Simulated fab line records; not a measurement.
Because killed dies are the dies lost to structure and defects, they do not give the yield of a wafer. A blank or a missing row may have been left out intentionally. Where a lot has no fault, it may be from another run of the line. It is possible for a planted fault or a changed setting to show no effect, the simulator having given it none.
A lot that was struck, set against a sound lot -- flow n5Finfet -- 36 out of 1938 route steps
Sound: wafers L770.1, L770.4, L770.5. Struck: wafer L782.3 (L782.2, L782.6, from the same lot, were not struck and are left out); the cause is given at the end.
Each step with rows lists, per side, the tool, then ch with its chambers, then its first start. Under that, the readings that differ: sound wafers -- struck wafers -- difference of the means -- sigmas: that difference in standard deviations of wafers without a fault.
alike: words and numbers the same on both sides, and readings whose means are apart by under 2 such deviations; not compared: readings that were withheld, readings missing a value for some wafer, numbers with overlapping values and no deviation given by the record, and bounds like >300 which may hide the same value.
The two part at a step that has a row with sigmas, a row that says differs or no value, or rows on one side only. Non-overlapping numbers with no deviation appear without sigmas and do not part them. Lack of a reading on every wafer of one side parts them only where that side has two or more wafers.

first, 9 steps without rows for these wafers: N5_BEOL_M4_ANNEAL_95 (time 240 s); N5_BEOL_M4_SPUTTER_96 (material Cu, target thk 4.5 nm, time 8.29 s); N5_BEOL_M4_ECD_50 (material Cu, target thk 300 nm); N5_BEOL_M4_ANNEAL_51 (time 90 s); N5_BEOL_M4_CMP_52 (polishes, stops on SiOC, t overpolish 6.8 s, target thk 40 nm); N5_BEOL_M4_PRE_CLEAN_60 (time 15 s); N5_BEOL_M4_CO_CAP_55 (material Co, precursor CCTBA/H2, target thk 2 nm, time 102.1 s); N5_BEOL_M4_PRE_CLEAN_56 (time 15 s); N5_BEOL_M4_DEP_57 (deposits SiCN from 3MS/NH3, target thk 8 nm, time 14 s).
N5_BEOL_M4_RC_MEAS_101:
  sound on prober-02 ch 0, day 8 14:47; struck on prober-02 ch 0, day 11 03:17
reading,sound,struck,difference,sigmas
IOFF_N (nA/um),0.29 0.15 0.26,0.12,-0.11,-2
IOFF_P (nA/um),0.31 0.20 0.31,0.16,-0.11,-2
VT_N (mV),235 251 242,253,+10,+2
VT_P (mV),-243 -253 -246,-256,-9,-2
  alike: DIBL_N, DIBL_P, ION_N, ION_P, SS_N, SS_P
then, 24 steps without rows for these wafers: N5_BEOL_M5_ILD_DEP_00 (deposits SiCOH lowk from DEMS/porogen, target thk 140.64 nm, time 25.9 s); N5_BEOL_M5_CURE_79 (cures SiCOH lowk, time 240 s); N5_BEOL_M5_PECVD_70 (deposits SiO2 from TEOS/O2, target thk 16 nm, time 18 s); N5_BEOL_M5_HM_DEP_02 (deposits TiN, target thk 20 nm); N5_BEOL_M5_COAT_59 (time 60 s, resist thk 60 nm); N5_BEOL_M5_COAT_60 (time 60 s, resist thk 12 nm); N5_BEOL_M5_COAT_71 (time 60 s, resist thk 5 nm); N5_BEOL_M5_COAT_05 (resist thk 30 nm); N5_BEOL_M5_EBR_07; N5_BEOL_M5_SOFTBAKE_06 (time 60 s); N5_BEOL_M5_EXPOSE_08 (exposes mask M5, target cd 28 nm); N5_BEOL_M5_PEB_09 (peb time 60 s); N5_BEOL_M5_DEVELOP_10 (develop time 30 s); N5_BEOL_M5_DESCUM_16 (chemistry O2, time 7 s); N5_BEOL_M5_ETCH_72 (etches underlayer in N2/H2, target depth 6.5 nm, time 5.2 s); N5_BEOL_M5_ETCH_61 (etches SiARC in CF4, target depth 15.6 nm, time 26 s); N5_BEOL_M5_ETCH_62 (etches SOC in N2/H2, target depth 75 nm, overetch 15 nm, time 112.5 s); N5_BEOL_M5_STRIP_63 (strips in N2/H2); N5_BEOL_M5_STRIP_73 (strips in N2/H2); N5_BEOL_M5_STRIP_64 (strips in CF4); N5_BEOL_M5_HM_OPEN_17 (chemistry Cl2/BCl3, target TiN, target depth 20 nm, overetch 6 nm); N5_BEOL_M5_STRIP_19 (strips in O2); N5_BEOL_M5_COAT_65 (time 60 s, resist thk 60 nm); N5_BEOL_M5_COAT_66 (time 60 s, resist thk 12 nm).
-- the record jumps here: 5 days lie between the struck wafers' starts before and after (it left off in module BEOL_M5 and takes up again in module PASSIVATION, whose first step shown is number 1930 of the route) --
N5_PASSIVATION_ETCH_54: etches SiO2 in CHF3/O2, target depth 880 nm, time 440 s.
  sound on rieDiel-06 ch 1,2,3, day 12 10:41; struck on rieDiel-06 ch 1, day 15 15:31
reading,sound,struck,difference,sigmas
model.PASSIVATION.featureDepthNm (nm),878.4 863.6 867.8,684.2,-185.7,
model.etch.depthNm (nm),878.4 863.7 867.8,684.2,-185.8,
  alike: O2_flow_sccm, drypumpMotorCurrentA, oesProductAu, rfFwdPowerW, rfVppV, showerheadPlenumPTorr, throttleValvePct
  not compared: rfHoursCounterH
N5_PASSIVATION_PROBE_49:
  sound on prober-01 at day 12 13:31; struck on prober-01 at day 15 18:23
reading,sound,struck,difference,sigmas
defectLimitedYield (%),89.6 92.5 93.0,0,-92,-66
killed_at_M0_to_M3,52 33 38,15,-26,-3
killed_at_M4_up,19 19 8,6,-9,-2
killedAtOther,0 6 1,1102,+1100,+99 or more
killedDies,123 89 83,1180,+1082,+68
killedOnRim,12 12 7,152,+142,+34
sort_bin_5_function (%),6.1 5.0 3.7,97.5,+92.6,+99 or more
sortNPass,1054 1091 1097,0,-1081,-68
sortYieldPct (%),89.3 92.5 93.0,0,-92,-65
  alike: killedAtContacts, killedAtFrontEnd, killedOpen, killedShort, sort_bin_4_leakage, sort_bin_6_memory

## WHERE THEY PART
Last at N5_PASSIVATION_PROBE_49 as far as this record goes, first at N5_BEOL_M4_RC_MEAS_101.

WHY: what had been put in by the simulator
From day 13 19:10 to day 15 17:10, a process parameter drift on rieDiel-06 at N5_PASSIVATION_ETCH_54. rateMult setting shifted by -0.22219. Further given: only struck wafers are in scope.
